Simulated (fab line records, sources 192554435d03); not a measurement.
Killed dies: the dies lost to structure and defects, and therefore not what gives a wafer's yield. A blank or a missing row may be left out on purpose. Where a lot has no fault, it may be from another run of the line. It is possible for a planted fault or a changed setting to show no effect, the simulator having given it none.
Matching of chambers || flow n5_finfet || ald_sin-02 running N5_STI_FIN_REVEAL_ALD_00: 4 sister chambers
The step deposits SiO2, target thk 1 nm, pulse time 1 s. 22 wafers are shown with their chamber, then 11 later ones without.

WAFERS PAIRED WITH THEIR CHAMBERS
{"wafer": "L074.2", "chamber": 0, "heater_power_w (W)": 515, "precursor_pulse_height_rel": 1.020}
{"wafer": "L074.5", "chamber": 1, "heater_power_w (W)": 496, "precursor_pulse_height_rel": 1.016}
{"wafer": "L074.6", "chamber": 2, "heater_power_w (W)": 434, "precursor_pulse_height_rel": 1.012}
{"wafer": "L075.1", "chamber": 1, "heater_power_w (W)": 488, "precursor_pulse_height_rel": 0.994}
{"wafer": "L075.2", "chamber": 0, "heater_power_w (W)": 509, "precursor_pulse_height_rel": 0.989}
{"wafer": "L075.6", "chamber": 3, "heater_power_w (W)": 407, "precursor_pulse_height_rel": 1.017}
{"wafer": "L080.3", "chamber": 0, "heater_power_w (W)": 503, "precursor_pulse_height_rel": 0.997}
{"wafer": "L080.4", "chamber": 1, "heater_power_w (W)": 503, "precursor_pulse_height_rel": 0.979}
{"wafer": "L080.5", "chamber": 2, "heater_power_w (W)": 440, "precursor_pulse_height_rel": 0.999}
{"wafer": "L081.1", "chamber": 2, "heater_power_w (W)": 448, "precursor_pulse_height_rel": 0.993}
{"wafer": "L081.2", "chamber": 0, "heater_power_w (W)": 496, "precursor_pulse_height_rel": 1.036}
{"wafer": "L081.5", "chamber": 0, "heater_power_w (W)": 521, "precursor_pulse_height_rel": 1.035}
{"wafer": "L082.2", "chamber": 2, "heater_power_w (W)": 445, "precursor_pulse_height_rel": 1.006}
{"wafer": "L082.5", "chamber": 1, "heater_power_w (W)": 493, "precursor_pulse_height_rel": 0.990}
{"wafer": "L082.6", "chamber": 2, "heater_power_w (W)": 436, "precursor_pulse_height_rel": 0.979}
{"wafer": "L087.2", "chamber": 0, "heater_power_w (W)": 514, "precursor_pulse_height_rel": 0.998}
{"wafer": "L087.4", "chamber": 1, "heater_power_w (W)": 487, "precursor_pulse_height_rel": 0.988}
{"wafer": "L087.5", "chamber": 2, "heater_power_w (W)": 438, "precursor_pulse_height_rel": 0.991}
{"wafer": "L088.2", "chamber": 3, "heater_power_w (W)": 407, "precursor_pulse_height_rel": 1.022}
{"wafer": "L088.3", "chamber": 1, "heater_power_w (W)": 500, "precursor_pulse_height_rel": 0.962}
{"wafer": "L088.6", "chamber": 3, "heater_power_w (W)": 408, "precursor_pulse_height_rel": 0.997}
{"wafer": "L091.2", "chamber": 0, "heater_power_w (W)": 510, "precursor_pulse_height_rel": 1.020}

SIGNATURES (means of the wafers above)
{"reading": "heater_power_w", "chamber 0": 509.71, "chamber 1": 494.50, "chamber 2": 440.17, "chamber 3": 407.33, "scatter within a chamber": 6.49}
{"reading": "precursor_pulse_height_rel", "chamber 0": 1.01357, "chamber 1": 0.98817, "chamber 2": 0.99667, "chamber 3": 1.01200, "scatter within a chamber": 0.0163}
Rule: for a wafer and a chamber, the distance is found by dividing, reading by reading, the gap between the wafer's reading and the chamber's mean by the reading's scatter, squaring, summing and taking the root. The wafer belongs to the nearest chamber; if the next one is less than 2 further off, it can't be placed. The scatter: the root of (the sum of the squares of (reading less its chamber's mean) over the shown wafers, divided by (wafers less chambers)).

WAFERS WITHOUT THEIR CHAMBER
{"wafer": "L091.4", "heater_power_w (W)": 496, "precursor_pulse_height_rel": 1.034}
{"wafer": "L091.6", "heater_power_w (W)": 394, "precursor_pulse_height_rel": 0.990}
{"wafer": "L093.2", "heater_power_w (W)": 425, "precursor_pulse_height_rel": 0.997}
{"wafer": "L093.3", "heater_power_w (W)": 521, "precursor_pulse_height_rel": 1.005}
{"wafer": "L093.4", "heater_power_w (W)": 410, "precursor_pulse_height_rel": 0.997}
{"wafer": "L095.4", "heater_power_w (W)": 440, "precursor_pulse_height_rel": 0.978}
{"wafer": "L095.5", "heater_power_w (W)": 479, "precursor_pulse_height_rel": 1.020}
{"wafer": "L095.6", "heater_power_w (W)": 522, "precursor_pulse_height_rel": 1.002}
{"wafer": "L097.1", "heater_power_w (W)": 446, "precursor_pulse_height_rel": 1.008}
{"wafer": "L097.4", "heater_power_w (W)": 493, "precursor_pulse_height_rel": 0.969}
{"wafer": "L097.5", "heater_power_w (W)": 411, "precursor_pulse_height_rel": 0.983}

THE CHAMBER EACH PASSED THROUGH
{"wafer": "L091.4", "from the rows above": "can't be placed: 0 or 1", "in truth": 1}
{"wafer": "L091.6", "from the rows above": 3, "in truth": 3}
{"wafer": "L093.2", "from the rows above": "can't be placed: 2 or 3", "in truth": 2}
{"wafer": "L093.3", "from the rows above": 0, "in truth": 0}
{"wafer": "L093.4", "from the rows above": 3, "in truth": 3}
{"wafer": "L095.4", "from the rows above": 2, "in truth": 2}
{"wafer": "L095.5", "from the rows above": "can't be placed: 1 or 0", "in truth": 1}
{"wafer": "L095.6", "from the rows above": 0, "in truth": 0}
{"wafer": "L097.1", "from the rows above": 2, "in truth": 2}
{"wafer": "L097.4", "from the rows above": 1, "in truth": 1}
{"wafer": "L097.5", "from the rows above": 3, "in truth": 3}
Placed correctly: 8 of 11. From these rows, 3 cannot be placed; in 3 the true chamber is one of the candidates. Number placed wrongly: 0.
